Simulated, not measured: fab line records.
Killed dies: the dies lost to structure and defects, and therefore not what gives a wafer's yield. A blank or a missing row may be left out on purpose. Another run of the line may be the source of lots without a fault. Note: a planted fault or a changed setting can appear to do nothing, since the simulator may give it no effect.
fab line records    flow n5Finfet
record lots=4  wafers=10  lastDay=17
route steps=1938 shown BEOL_M4@1099 BEOL_M5@1112 BEOL_M12@1602 PASSIVATION@1936
lots untouched by any fault: they come from a run of this same line in which no faults occurred
startH: hours from the record's first day to the start of the lot's first wafer shown    waitH: how many hours have passed since the lot's step before this one    " unchanged from the row above    L1.1+2: one row covering several wafers at once    - no value, or no start given    * or withheld: withheld    < > ~ a bound
route shown NAME@n: a module of which the file shows steps, and the number in the route of the first    usual: the fault-free wafers' mean and standard deviation    same: alike in all rows    chamber/n: place in a boat    sites: readings site by site    _std_site: their standard deviation    _edge_site: mean of outer sites minus mean of inner sites    radiusMm: for every site, how far away it sits from the centre of the wafer    mask NAME#n: copy n    behind: the last tool/chamber to shape the wafer    hold: why the lot went on hold/how many hours it stayed there/how the hold came to an end    device: whichever transistor did not switch (one of n, p or np)    end of line: tests of these same wafers at the route's end    a step given without rows: its recipe and nothing more    killed: not the wafer's yield, but the dies lost to structure and defects at the first sort    map: the dies of a wafer, with x for killed, . for not killed, _ for no die there
set.NAME: the setting that was run; set.NAME@STEP: the one run at that earlier step    model.NAME: the simulator's own value behind a step, which no gauge read
certain route steps with their lots: each step a table, each wafer a row
services: a tool's chamber out of use, with start hour (startH, from the record's first day; less than 0 if before it), hours out, and reason
## steps
# step N5_BEOL_M4_ANNEAL_95
# recipe tempC=400  timeS=240  ambient=vacuum
# step N5_BEOL_M4_SPUTTER_96
# recipe material=Cu  targetThkA=45  tempC=-20  chamberPressurePa=0.07  powerW=withheld  timeS=8.29
# step N5_BEOL_M4_ECD_50
# recipe material=Cu  targetThkA=3000
# step N5_BEOL_M4_ANNEAL_51
# recipe tempC=225  timeS=90  ambient=N2
# step N5_BEOL_M4_CMP_52
# recipe stopOn=SiOC  tOverpolishS=6.8  downForcePsi=1  platenRpm=50  clearingPlatenDownForcePsi=1.5  clearingPlatenRpm=50  postCmpClean=cuAlkaline  targetThkNm=40  clearingPlatenPadVelocityMS=0.99484  padVelocityMS=0.99484
# step N5_BEOL_M4_PRE_CLEAN_60
# recipe gas=NH3/H2  timeS=15  tempC=*  rfPowerW=300
# step N5_BEOL_M4_CO_CAP_55
# recipe material=Co  targetThkA=20  tempC=200  precursor=CCTBA/H2  pressureTorr=30  timeS=102.1
# step N5_BEOL_M4_PRE_CLEAN_56
# recipe gas=NH3  timeS=15  tempC=withheld  rfPowerW=300
# step N5_BEOL_M4_DEP_57
# recipe material=SiCN  targetThkA=80  tempC=withheld  precursor=3MS/NH3  pressureTorr=3  rfW=202  timeS=14
# step N5_BEOL_M4_RC_MEAS_101
# usual DIBL_N=36.6/2.1  DIBL_P=36.5/2.7  IOFF_N=0.17/0.043  IOFF_P=0.22/0.045  ION_N=674/17  ION_P=461/9.9  SS_N=71.7/0.79  SS_P=73.4/0.79  VT_N=249/4  VT_P=-250/3.3
lot.wafer  tool       chamber  startH  waitH  DIBL_N[mV/V]  DIBL_P[mV/V]  IOFF_N[nA/um]  IOFF_P[nA/um]  ION_N[uA/um]  ION_P[uA/um]  SS_N[mV/dec]  SS_P[mV/dec]  VT_N[mV]  VT_P[mV]
L301.1     prober-01  0        209.08  0.0    37.1          37.3          0.17           0.20           667           454           72.2          73.3          248       -251
L301.4     "          0        "       "      35.3          35.6          0.12           0.18           649           450           71.6          73.5          257       -256
L301.6     "          0        "       "      35.7          36.6          0.14           0.20           665           456           71.8          72.8          251       -254
L307.4     prober-02  0        270.33  0.5    31.7          32.5          0.10           0.16           659           458           70.4          72.1          259       -252
L307.6     "          0        "       "      33.7          34.8          0.12           0.19           655           465           71.2          73.1          254       -251
L310.5     prober-02  0        274.62  0.6    39.4          41.1          0.20           0.27           668           459           72.8          74.0          248       -247
L310.6     "          0        "       "      35.4          35.7          0.14           0.18           668           460           71.1          72.7          248       -250
L317.3     prober-02  0        320.61  0.3    38.0          35.6          0.18           0.20           674           451           72.4          73.7          249       -249
L317.4     "          0        "       "      35.6          33.7          0.13           0.17           678           462           71.6          73.0          254       -253
L317.6     "          0        "       "      36.6          31.5          0.16           0.15           646           442           73.1          72.5          257       -253
# step N5_BEOL_M5_ILD_DEP_00
# recipe material=SiCOH_lowk  targetThkA=1406.4  tempC=300  precursor=DEMS/porogen  pressureTorr=5  rfW=500  timeS=25.9
# step N5_BEOL_M5_CURE_79
# recipe tempC=385  timeS=240  ambient=He/Ar  material=SiCOH_lowk
# step N5_BEOL_M5_PECVD_70
# recipe material=SiO2  targetThkA=160  tempC=400  precursor=TEOS/O2  pressureTorr=5.5  rfW=450  teosFlowSccm=53.8  gas=O2  flowSccm=3000  timeS=18
# step N5_BEOL_M5_HM_DEP_02
# recipe material=TiN  targetThkA=200  tempC=25  chamberPressurePa=0.49996
# step N5_BEOL_M5_COAT_59
# recipe resist=SOC  tempC=250  timeS=60  spinRpm=1500  resistThkNm=60
# step N5_BEOL_M5_COAT_60
# recipe resist=SiARC  tempC=220  timeS=60  spinRpm=1500  resistThkNm=12
# step N5_BEOL_M5_COAT_71
# recipe resist=underlayer  tempC=205  timeS=60  spinRpm=1500  resistThkNm=5
# step N5_BEOL_M5_COAT_05
# recipe resist=CAR-EUV  spinRpm=1500  resistThkNm=30
# step N5_BEOL_M5_EBR_07
# recipe solvent=PGMEA  ebrWidthMm=1.5
# step N5_BEOL_M5_SOFTBAKE_06
# recipe tempC=110  timeS=60  resist=CAR-EUV
# step N5_BEOL_M5_EXPOSE_08
# recipe maskId=M5  na=0.33  sourceShape=annular  sigmaInner=0.4  sigmaOuter=0.8  polarization=unpolarized  targetCdNm=28  doseMj=35.75
# step N5_BEOL_M5_PEB_09
# recipe pebTempC=100  pebTimeS=60  resist=CAR-EUV
# step N5_BEOL_M5_DEVELOP_10
# recipe developTimeS=30  developer=TMAH  resist=CAR-EUV  rinseLiquid=surfactantRinse  dry=airSpin  devTempC=23
# step N5_BEOL_M5_DESCUM_16
# recipe chemistry=O2  timeS=7  sourcePowerW=50  biasPowerW=20  pressureMtorr=20  rfFrequencyHz=2.712e+07  tempC=40  resist=CAR-EUV  o2FlowSccm=225
# step N5_BEOL_M5_ETCH_72
# recipe chemistry=N2/H2  target=underlayer  targetDepthA=65  maskMaterial=CAR-EUV  timeS=5.2  ionEnergyEv=200  pressureMtorr=30  sourceW=840  biasW=150  n2FlowSccm=200  h2FlowSccm=200  ends=cleared
# step N5_BEOL_M5_ETCH_61
# recipe chemistry=CF4  target=SiARC  targetDepthA=156  maskMaterial=CAR-EUV  timeS=26  ionEnergyEv=80  pressureMtorr=40  sourceW=545  biasW=36  Ar_flow_sccm=100  cf4FlowSccm=100  ends=cleared
# step N5_BEOL_M5_ETCH_62
# recipe chemistry=N2/H2  target=SOC  targetDepthA=750  overetchA=150  maskMaterial=SiARC  tempC=40  timeS=112.5  ionEnergyEv=200  pressureMtorr=30  sourceW=840  biasW=150  n2FlowSccm=200  h2FlowSccm=200
# step N5_BEOL_M5_STRIP_63
# recipe chemistry=N2/H2  tempC=40  n2FlowSccm=200  h2FlowSccm=200  rfFrequencyHz=6e+07
# step N5_BEOL_M5_STRIP_73
# recipe chemistry=N2/H2  tempC=40  n2FlowSccm=200  h2FlowSccm=200  rfFrequencyHz=6e+07
# step N5_BEOL_M5_STRIP_64
# recipe chemistry=CF4  resist=SiARC  powerW=300  biasPowerW=75  pressureMtorr=50  cf4FlowSccm=150  rfFrequencyHz=6e+07
# step N5_BEOL_M5_HM_OPEN_17
# recipe chemistry=Cl2/BCl3  targetDepthA=200  overetchA=60  target=TiN  maskMaterial=SOC  ionEnergyEv=150  pressureMtorr=10  icpW=1000  biasW=126  Cl2_flow_sccm=53.25  bcl3FlowSccm=21.75  Ar_flow_sccm=25
# step N5_BEOL_M5_STRIP_19
# recipe chemistry=O2  powerW=400  tempC=40  pressureMtorr=30  rfFrequencyHz=6e+07  biasPowerW=0  overashFraction=0.2  o2FlowSccm=225
# step N5_BEOL_M5_COAT_65
# recipe resist=SOC  tempC=250  timeS=60  spinRpm=1500  resistThkNm=60
# step N5_BEOL_M5_COAT_66
# recipe resist=SiARC  tempC=220  timeS=60  spinRpm=1500  resistThkNm=12
# step N5_BEOL_M12_ILD_DEP_00
# recipe material=SiOC  targetThkA=6589.2  tempC=350  precursor=DEMS/O2  pressureTorr=5  rfW=500  timeS=130.7
# usual heaterPowerW=517/94  runLengthS=175.6/0.71  showerheadPlenumPTorr=5.702/0.013  susceptorTempC=350.01/0.19  throttleValvePct=11.4/0.59
lot.wafer  tool      chamber  startH  waitH  heaterPowerW  runLengthS  showerheadPlenumPTorr  susceptorTempC  throttleValvePct  model.SiOC_of_BEOL_M12_ILD_DEP_00.thkNm
L301.1     pecvd-03  0        268.46  0.0    600           175.5       5.708                  350.32          11.6              646.8
L301.4     "         1        "       "      538           174.8       5.717                  349.99          12.1              661.8
L301.6     "         2        "       "      480           175.1       5.705                  350.10          10.4              657.6
L307.4     pecvd-03  0        337.00  0.1    566           98.9        5.705                  -               11.7              252.6
L307.6     "         0        "       "      621           99.1        5.699                  -               11.4              252.8
L310.5     pecvd-03  0        341.87  0.1    647           175.3       5.715                  349.99          11.6              651.8
L310.6     "         1        "       "      638           98.3        5.696                  -               12.1              276.8
L317.3     pecvd-02  1        386.94  0.1    341           176.1       5.684                  350.08          11.9              663.4
L317.4     "         0        "       "      473           175.9       5.691                  350.43          11.6              668.2
L317.6     "         1        "       "      366           176.2       5.683                  350.40          11.5              658
# step N5_BEOL_M12_THK_MEAS_01
# recipe reads=SiOC_of_BEOL_M12_ILD_DEP_00
# usual M12_ILD_THK=655/11
lot.wafer  tool          chamber  startH  waitH  M12_ILD_THK[nm]
L301.1     filmMetro-02  -        268.60  0.1    647
L301.4     "             -        "       "      662
L301.6     "             -        "       "      657
L307.4     filmMetro-01  -        337.13  0.1    253
L307.6     "             -        "       "      253
L310.5     filmMetro-02  -        341.95  0.0    653
L310.6     "             -        "       "      277
L317.3     filmMetro-01  -        387.08  0.1    663
L317.4     "             -        "       "      668
L317.6     "             -        "       "      657
# step N5_BEOL_M12_VIA_ETCH_16
# recipe chemistry=C4F8/O2/Ar  target=SiOC  pressureMtorr=30  sourceW=3000  biasW=700  Ar_flow_sccm=400  C4F8_flow_sccm=15  O2_flow_sccm=8  heInnerTorr=15  heOuterTorr=30  targetDepthA=7248  timeS=withheld  ionEnergyEv=250  ends=cleared
# usual chamberPressureMTorr=29.998/0.026  drypumpMotorCurrentA=5.9/0.44  oesProductAu=0.69/0.068  rfVppV=665.4/2.6  showerheadPlenumPTorr=3.42/0.088  throttleValvePct=24.27/0.24
lot.wafer  tool        chamber  startH  waitH  chamberPressureMTorr  drypumpMotorCurrentA  oesProductAu  rfVppV  showerheadPlenumPTorr  throttleValvePct  model.etch.depthNm  model.coat_of_BEOL_M12_COAT_04.thkNm
L301.1     rieDiel-01  0        269.09  0.0    29.976                6.5                   0.67          669.0   3.52                   24.25             646.8               133.8
L301.4     "           2        "       "      29.950                6.2                   0.77          665.8   3.47                   24.39             661.9               125.6
L301.6     "           1        "       "      30.008                5.9                   0.63          660.5   3.28                   24.32             657.5               127.8
L307.4     rieDiel-03  0        337.61  0.0    29.998                6.1                   0.60          663.7   3.41                   24.76             252.6               242.4
L307.6     "           2        "       "      30.018                5.4                   0.61          665.2   3.35                   23.93             252.8               247
L310.5     rieDiel-03  3        342.52  0.1    30.038                6.3                   0.73          661.8   3.29                   23.81             651.8               126.2
L310.6     "           2        "       "      30.002                5.4                   0.61          665.2   3.35                   23.96             276.8               240
L317.3     rieDiel-01  3        387.55  0.0    29.987                6.1                   0.79          663.0   3.34                   24.22             663.4               119.6
L317.4     "           2        "       "      30.041                6.2                   0.73          666.1   3.45                   24.43             668.1               121
L317.6     "           0        "       "      29.949                6.5                   0.66          669.3   3.50                   24.31             658.1               129
# step N5_BEOL_M12_STRIP_63
# recipe chemistry=N2/H2  powerW=1000  tempC=250  h2Frac=0.65  overashFraction=0.3  pressureMtorr=1000  n2FlowSccm=1750  h2FlowSccm=3250
# usual chamberPressureMTorr=1000.1/1.4  drypumpMotorCurrentA=5.13/0.3  heaterPowerW=337/38  oesProductAu=0.694/0.0052  stripTimeToEndpointS=43.1/1.1
lot.wafer  tool            chamber  startH  waitH  chamberPressureMTorr  drypumpMotorCurrentA  heaterPowerW  oesProductAu  rfHoursCounterH  stripTimeToEndpointS
L301.1     plasmaAsher-02  0        269.29  -      999.7                 5.67                  353           0.694         71               45.4
L301.4     "               0        "       "      999.6                 5.66                  352           0.691         -                43.2
L301.6     "               0        "       "      999.6                 5.68                  361           0.696         -                43.8
L307.4     plasmaAsher-01  0        337.83  -      1000.0                4.94                  367           0.867         -                73.5
L307.6     "               1        "       "      997.9                 4.93                  343           0.879         -                74.6
L310.5     plasmaAsher-01  0        342.67  -      997.8                 4.91                  365           0.695         -                43.4
L310.6     "               1        "       "      999.3                 4.93                  329           0.857         -                72.8
L317.3     plasmaAsher-02  1        387.77  -      1001.4                5.42                  256           0.695         -                41.6
L317.4     "               0        "       "      1000.9                5.66                  363           0.697         -                41.9
L317.6     "               1        "       "      999.0                 5.41                  253           0.705         -                44.1
# step N5_BEOL_M12_CMP_49
# recipe stopOn=SiOC  tOverpolishS=20.6  downForcePsi=1  platenRpm=50  clearingPlatenDownForcePsi=1.5  clearingPlatenRpm=50  postCmpClean=cuAlkaline  targetThkNm=320  clearingPlatenPadVelocityMS=0.99484  padVelocityMS=0.99484
# usual clearingPlatenDownForcePsi=1.4994/0.0028  headPressurePsi=1.0000/0.0023  motorCurrentA=6.2/0.43  platenRpm=50.00/0.039
lot.wafer  tool    chamber  startH  waitH  clearingPlatenDownForcePsi  headPressurePsi  motorCurrentA  platenRpm  model.SiOC_of_BEOL_M12_ILD_DEP_00.thkNm
L301.1     cmp-04  1        273.75  0.3    1.4997                      1.0012           5.9            49.98      588.4
L301.4     "       3        "       "      1.4978                      0.9980           6.3            49.93      603.2
L301.6     "       2        "       "      1.4985                      0.9995           5.7            50.01      600.8
L307.4     cmp-04  3        340.46  0.2    1.5017                      0.9947           6.4            49.97      195.6
L307.6     "       0        "       "      1.5004                      1.0028           6.2            50.03      194
L310.6     cmp-02  1        345.14  0.2    1.4962                      1.0011           6.7            50.03      218.2
L310.5     "       2        "       "      1.4970                      1.0028           6.4            49.96      594.6
L317.4     cmp-02  1        390.87  0.1    1.5012                      0.9996           6.8            50.03      610
L317.3     "       3        "       "      1.5029                      1.0023           5.2            50.05      604.6
L317.6     "       2        "       "      1.4991                      1.0012           6.3            49.97      599.8
# step N5_PASSIVATION_PROBE_49
# usual defectLimitedYield=91.5/1.7  killed_at_M0_to_M3=33/11  killed_at_M4_up=13/5.2  killedAtContacts=11/5.7  killedAtFrontEnd=39/11  killedAtOther=4/3  killedDies=101/20  killedOnRim=13/4.1  killedOpen=66/15  killedShort=33/8.4  sort_bin_5_function=5.0/1.1  sort_bin_6_memory=3.2/0.69  sort_bin_8_speed=0.1/0.52  sortNPass=1078/20  sortYieldPct=91.4/1.7
# same grossDies=1180  killedAtBackSide=0  sort_bin_4_leakage[%]=0
lot.wafer  tool       chamber  startH  waitH  defectLimitedYield[%]  killed_at_M0_to_M3  killed_at_M4_up  killedAtContacts  killedAtFrontEnd  killedAtOther  killedDies  killedOnRim  killedOpen  killedShort  sort_bin_5_function[%]  sort_bin_6_memory[%]  sort_bin_8_speed[%]  sortNPass  sortYieldPct[%]
L301.1     prober-01  -        315.61  0.0    91.1                   53                  8                11                28                5              105         11           63          40           5.1                     3.6                   0                    1075       91.1
L301.4     prober-01  -        315.76  0.2    93.8                   22                  9                19                21                2              73          13           53          20           3.5                     2.6                   0                    1107       93.8
L301.6     prober-01  -        315.86  0.3    91.8                   45                  8                9                 34                1              97          16           63          33           4.8                     3.2                   0                    1083       91.8
L307.4     prober-02  -        371.61  0.2    0                      41                  1109             7                 21                2              1180        152          58          24           3.9                     2.7                   0                    0          0
L307.6     prober-02  -        371.71  0.3    0                      56                  1082             8                 33                1              1180        152          72          31           5.4                     3.1                   0                    0          0
L310.6     prober-02  -        386.18  0.3    0                      30                  1094             3                 50                3              1180        152          69          30           4.3                     3.7                   0                    0          0
# killed by level:class
L301.1 BEOL_M0_SAQP:geometricParticle:short=12 BEOL_M2:geometricParticle:open=10 BEOL_M0_SAQP:geometricParticle:open=8 MOL_CONTACT_COAG:geometricParticle:open=8 BEOL_M1:geometricParticle:open=8 DUMMY_GATE:geometricParticle:open=7 GATE_CUT:geometricParticle:short=5 BEOL_M2:geometricParticle:short=4
L301.4 MOL_CONTACT_COAG:geometricParticle:open=17 FIN_SAQP:geometricParticle:open=5 DUMMY_GATE:geometricParticle:open=5 BEOL_M0_SAQP:geometricParticle:open=5 BEOL_M0_SAQP:geometricParticle:short=5 BEOL_M4:geometricParticle:short=5 BEOL_M1:geometricParticle:open=4 GATE_CUT:geometricParticle:open=3
L301.6 BEOL_M3:geometricParticle:open=12 BEOL_M2:geometricParticle:open=11 MOL_CONTACT_COAG:geometricParticle:open=8 FIN_SAQP:geometricParticle:short=6 BEOL_M0_SAQP:geometricParticle:open=6 BEOL_M1:geometricParticle:open=6 FIN_SAQP:geometricParticle:open=5 DUMMY_GATE:geometricParticle:open=5
L307.4 BEOL_M12:areaDep=1097 BEOL_M3:geometricParticle:open=13 GATE_CUT:geometricParticle:short=7 MOL_CONTACT_COAG:geometricParticle:open=7 BEOL_M1:geometricParticle:open=7 STI_FIN_REVEAL:geometricParticle:open=6 BEOL_M0_SAQP:geometricParticle:short=6 BEOL_M4:geometricParticle:open=6
L307.6 BEOL_M12:areaDep=1075 STI_FIN_REVEAL:geometricParticle:open=15 BEOL_M2:geometricParticle:open=15 BEOL_M3:geometricParticle:open=14 BEOL_M0_SAQP:geometricParticle:open=10 BEOL_M0_SAQP:geometricParticle:short=6 MOL_CONTACT_COAG:geometricParticle:open=4 STI_FIN_REVEAL:geometricParticle:short=3
L310.6 BEOL_M12:areaDep=1081 FIN_SAQP:geometricParticle:open=14 FIN_SAQP:geometricParticle:short=9 DUMMY_GATE:geometricParticle:open=9 BEOL_M2:geometricParticle:open=8 STI_FIN_REVEAL:geometricParticle:open=7 BEOL_M0_SAQP:geometricParticle:open=5 BEOL_M4:geometricParticle:open=5
# map L307.4 (x killed, . not)
_________________xxxxxxxxxxxx________________
______________xxxxxxxxxxxxxxxxxx_____________
___________xxxxxxxxxxxxxxxxxxxxxxxx__________
__________xxxxxxxxxxxxxxxxxxxxxxxxxx_________
________xxxxxxxxxxxxxxxxxxxxxxxxxxxxxx_______
_______xxxxxxxxxxxxxxxxxxxxxxxxxxxxxxxx______
______xxxxxxxxxxxxxxxxxxxxxxxxxxxxxxxxxx_____
_____xxxxxxxxxxxxxxxxxxxxxxxxxxxxxxxxxxxx____
____xxxxxxxxxxxxxxxxxxxxxxxxxxxxxxxxxxxxxx___
___xxxxxxxxxxxxxxxxxxxxxxxxxxxxxxxxxxxxxxxx__
___xxxxxxxxxxxxxxxxxxxxxxxxxxxxxxxxxxxxxxxx__
__xxxxxxxxxxxxxxxxxxxxxxxxxxxxxxxxxxxxxxxxxx_
__xxxxxxxxxxxxxxxxxxxxxxxxxxxxxxxxxxxxxxxxxx_
_xxxxxxxxxxxxxxxxxxxxxxxxxxxxxxxxxxxxxxxxxxxx
_xxxxxxxxxxxxxxxxxxxxxxxxxxxxxxxxxxxxxxxxxxxx
_xxxxxxxxxxxxxxxxxxxxxxxxxxxxxxxxxxxxxxxxxxxx
_xxxxxxxxxxxxxxxxxxxxxxxxxxxxxxxxxxxxxxxxxxxx
_xxxxxxxxxxxxxxxxxxxxxxxxxxxxxxxxxxxxxxxxxxxx
_xxxxxxxxxxxxxxxxxxxxxxxxxxxxxxxxxxxxxxxxxxxx
_xxxxxxxxxxxxxxxxxxxxxxxxxxxxxxxxxxxxxxxxxxxx
_xxxxxxxxxxxxxxxxxxxxxxxxxxxxxxxxxxxxxxxxxxxx
__xxxxxxxxxxxxxxxxxxxxxxxxxxxxxxxxxxxxxxxxxx_
__xxxxxxxxxxxxxxxxxxxxxxxxxxxxxxxxxxxxxxxxxx_
___xxxxxxxxxxxxxxxxxxxxxxxxxxxxxxxxxxxxxxxx__
___xxxxxxxxxxxxxxxxxxxxxxxxxxxxxxxxxxxxxxxx__
____xxxxxxxxxxxxxxxxxxxxxxxxxxxxxxxxxxxxxx___
_____xxxxxxxxxxxxxxxxxxxxxxxxxxxxxxxxxxxx____
______xxxxxxxxxxxxxxxxxxxxxxxxxxxxxxxxxx_____
_______xxxxxxxxxxxxxxxxxxxxxxxxxxxxxxxx______
________xxxxxxxxxxxxxxxxxxxxxxxxxxxxxx_______
__________xxxxxxxxxxxxxxxxxxxxxxxxxx_________
___________xxxxxxxxxxxxxxxxxxxxxxxx__________
______________xxxxxxxxxxxxxxxxxx_____________
_________________xxxxxxxxxxxx________________
# map L310.6 (x killed, . not)
_________________xxxxxxxxxxxx________________
______________xxxxxxxxxxxxxxxxxx_____________
___________xxxxxxxxxxxxxxxxxxxxxxxx__________
__________xxxxxxxxxxxxxxxxxxxxxxxxxx_________
________xxxxxxxxxxxxxxxxxxxxxxxxxxxxxx_______
_______xxxxxxxxxxxxxxxxxxxxxxxxxxxxxxxx______
______xxxxxxxxxxxxxxxxxxxxxxxxxxxxxxxxxx_____
_____xxxxxxxxxxxxxxxxxxxxxxxxxxxxxxxxxxxx____
____xxxxxxxxxxxxxxxxxxxxxxxxxxxxxxxxxxxxxx___
___xxxxxxxxxxxxxxxxxxxxxxxxxxxxxxxxxxxxxxxx__
___xxxxxxxxxxxxxxxxxxxxxxxxxxxxxxxxxxxxxxxx__
__xxxxxxxxxxxxxxxxxxxxxxxxxxxxxxxxxxxxxxxxxx_
__xxxxxxxxxxxxxxxxxxxxxxxxxxxxxxxxxxxxxxxxxx_
_xxxxxxxxxxxxxxxxxxxxxxxxxxxxxxxxxxxxxxxxxxxx
_xxxxxxxxxxxxxxxxxxxxxxxxxxxxxxxxxxxxxxxxxxxx
_xxxxxxxxxxxxxxxxxxxxxxxxxxxxxxxxxxxxxxxxxxxx
_xxxxxxxxxxxxxxxxxxxxxxxxxxxxxxxxxxxxxxxxxxxx
_xxxxxxxxxxxxxxxxxxxxxxxxxxxxxxxxxxxxxxxxxxxx
_xxxxxxxxxxxxxxxxxxxxxxxxxxxxxxxxxxxxxxxxxxxx
_xxxxxxxxxxxxxxxxxxxxxxxxxxxxxxxxxxxxxxxxxxxx
_xxxxxxxxxxxxxxxxxxxxxxxxxxxxxxxxxxxxxxxxxxxx
__xxxxxxxxxxxxxxxxxxxxxxxxxxxxxxxxxxxxxxxxxx_
__xxxxxxxxxxxxxxxxxxxxxxxxxxxxxxxxxxxxxxxxxx_
___xxxxxxxxxxxxxxxxxxxxxxxxxxxxxxxxxxxxxxxx__
___xxxxxxxxxxxxxxxxxxxxxxxxxxxxxxxxxxxxxxxx__
____xxxxxxxxxxxxxxxxxxxxxxxxxxxxxxxxxxxxxx___
_____xxxxxxxxxxxxxxxxxxxxxxxxxxxxxxxxxxxx____
______xxxxxxxxxxxxxxxxxxxxxxxxxxxxxxxxxx_____
_______xxxxxxxxxxxxxxxxxxxxxxxxxxxxxxxx______
________xxxxxxxxxxxxxxxxxxxxxxxxxxxxxx_______
__________xxxxxxxxxxxxxxxxxxxxxxxxxx_________
___________xxxxxxxxxxxxxxxxxxxxxxxx__________
______________xxxxxxxxxxxxxxxxxx_____________
_________________xxxxxxxxxxxx________________
## services
tool            chamber  startH  hours  kind
pecvd-02        -        256.38  0.4    repair
cmp-02          -        258.41  2.0    repair
cmp-02          -        262.26  0.8    repair
cmp-04          -        276.78  0.6    repair
pecvd-03        0        284.83  5.5    scheduledDown
cmp-04          -        296.31  1.8    repair
pecvd-02        2        316.73  9.6    repair
plasmaAsher-01  -        321.48  10.5   repair
cmp-02          -        325.52  3.7    pm
rieDiel-01      3        330.01  15.9   repair
pecvd-03        1        334.05  5.2    repair
plasmaAsher-02  -        340.56  5.3    repair
cmp-04          -        341.81  5.5    pm
rieDiel-01      0        343.02  22.2   repair
pecvd-02        2        347.48  3.2    repair
plasmaAsher-02  -        369.46  0.3    repair
pecvd-03        -        369.76  1.0    repair
pecvd-03        -        370.96  1.7    repair
plasmaAsher-02  -        374.94  2.8    pm
pecvd-02        2        381.79  16.6   repair
cmp-04          -        383.28  0.5    repair
pecvd-03        1        383.67  -      clean
pecvd-03        1        383.67  -      consumableReplace:showerhead
pecvd-03        1        383.67  29.0   scheduledDown
## key
firstSign step=N5_BEOL_M12_ILD_DEP_00  reading=runLengthS  direction=down  sigmas=99+  usual=*  struck=*
effect step=N5_BEOL_M12_THK_MEAS_01  reading=M12_ILD_THK  direction=down  sigmas=37  usual=655  struck=261
effect step=N5_BEOL_M12_STRIP_63  reading=oesProductAu  direction=up  sigmas=34  usual=0.694  struck=0.868
effect step=N5_PASSIVATION_PROBE_49  reading=killed_at_M4_up  direction=up  sigmas=99+  usual=13  struck=1095
modelEffect step=N5_BEOL_M12_ILD_DEP_00  value=SiOC_of_BEOL_M12_ILD_DEP_00.thkNm  without=646.1  struck=260.7
modelEffect step=N5_BEOL_M12_VIA_ETCH_16  value=etch.depthNm  without=646.1  struck=260.7
modelEffect step=N5_BEOL_M12_CMP_49  value=SiOC_of_BEOL_M12_ILD_DEP_00.thkNm  without=587.9  struck=202.6
moreKillsBornAt N5_BEOL_M12_ILD_DEP_00@pecvd-03=3253
metAt N5_BEOL_M12_ILD_DEP_00
struckWafers L307.4,L307.6,L310.6
laterRowsLeftOut L307.4,L307.6,L310.6
onsetBetween 268.46 337.00
fault kind=processParameterDrift  tool=pecvd-03  chamber=-  onsetH=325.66  steps=N5_BEOL_M12_ILD_DEP_00  channel=timeS  offset=*  shape=step  endH=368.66  scope=struckWafersOnly  actsIn=*  stated=*
# laterRowsLeftOut: the simulator's readings of these wafers behind a module that went badly wrong aren't trusted and aren't shown, but for the sort
